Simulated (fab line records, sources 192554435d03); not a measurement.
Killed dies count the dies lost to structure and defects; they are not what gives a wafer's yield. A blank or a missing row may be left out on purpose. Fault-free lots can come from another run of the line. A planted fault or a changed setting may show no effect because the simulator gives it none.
Matching of chambers | flow n5Finfet | N5_BEOL_M8_CMP_52 on cmp-03: 4 sister chambers
The step polishes, stops on SiCOH lowk, t overpolish 6.9 s, target thk 80 nm. 4 wafers are shown with their chamber, then 8 later ones without.

## WAFERS, EACH WITH ITS CHAMBER
wafer  | chamber | motorCurrentA (A)
L483.3 | 3       | 6.5
L494.1 | 2       | 5.8
L494.2 | 1       | 5.1
L494.3 | 0       | 6.2

## WAFERS WHOSE CHAMBER IS MISSING
wafer  | motorCurrentA (A)
L499.3 | 6.2
L499.6 | 6.7
L497.1 | 4.9
L497.5 | 6.3
L497.6 | 5.1
L498.3 | 5.8
L498.4 | 5.0
L498.5 | 5.3

## WHICH CHAMBER EACH ONE RAN IN
wafer  | from the rows above     | in truth
L499.3 | 0                       | 0
L499.6 | 3                       | 3
L497.1 | 1                       | 1
L497.5 | can't be placed: 0 or 3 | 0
L497.6 | 1                       | 1
L498.3 | 2                       | 2
L498.4 | 1                       | 1
L498.5 | 1                       | 1
Placed correctly: 7 of 8. From these rows, 1 cannot be placed; in 1 the true chamber is one of the candidates. Wrongly placed: 0.
How it was worked out, from the rows above alone: a wafer's distance from a chamber is the root of the sum, over the readings, of the square of ((its reading less the chamber's mean) divided by the reading's scatter). The wafer belongs to the nearest chamber; if the next one is less than 2 further off, it can't be placed. For every chamber, the mean is computed from those of its wafers that are shown. The scatter (one wafer shown for each chamber): square how far every hidden wafer sits from the nearest shown wafer, average those squares and take the square root.
